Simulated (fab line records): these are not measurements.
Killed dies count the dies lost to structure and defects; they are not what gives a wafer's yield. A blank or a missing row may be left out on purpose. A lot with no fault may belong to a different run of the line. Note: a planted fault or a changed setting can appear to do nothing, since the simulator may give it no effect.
Chamber matching    flow nand_harc    NHARC_P_M1_PRE_CLEAN_32 on pecvd-02: 3 sister chambers
The step time 12 s. 6 wafers are shown with their chamber, then 9 later ones without.

== WAFERS, EACH WITH ITS CHAMBER ==
wafer   chamber  heater_power_outer_w (W)  heater_power_w (W)
L090.1  0        405                       659
L090.2  2        295                       602
L090.3  1        386                       673
L092.3  0        415                       677
L092.4  1        397                       669
L092.5  2        394                       688

== WAFERS WITH NO CHAMBER GIVEN ==
wafer   heater_power_outer_w (W)  heater_power_w (W)
L091.2  348                       638
L091.3  357                       629
L091.6  336                       648
L093.2  372                       713
L093.3  387                       691
L093.5  349                       598
L096.1  325                       628
L096.3  394                       650
L096.5  321                       631

== THE CHAMBER EACH PASSED THROUGH ==
wafer   from the rows above           in truth
L091.2  can't be placed: 2 or 1 or 0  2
L091.3  can't be placed: 2 or 1 or 0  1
L091.6  can't be placed: 2 or 1 or 0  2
L093.2  can't be placed: 1 or 0 or 2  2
L093.3  can't be placed: 1 or 0 or 2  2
L093.5  can't be placed: 2 or 1 or 0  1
L096.1  can't be placed: 2 or 1 or 0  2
L096.3  can't be placed: 1 or 0 or 2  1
L096.5  can't be placed: 2 or 1 or 0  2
0 of 9 placed correctly. These rows do not allow placing 9 (true chamber among the candidates in 9). Number placed wrongly: 0.
How it was worked out, from the rows above alone: a wafer's distance from a chamber is the root of the sum, over the readings, of the square of ((its reading less the chamber's mean) divided by the reading's scatter). If the next closest chamber is less than 2 further off than the closest, the wafer can't be placed; otherwise it belongs to the closest. The mean given for a chamber averages the wafers shown for that chamber. The scatter is the square root of a quotient: the sum, over the shown wafers, of each reading's squared deviation from its chamber's mean, divided by wafers minus chambers.
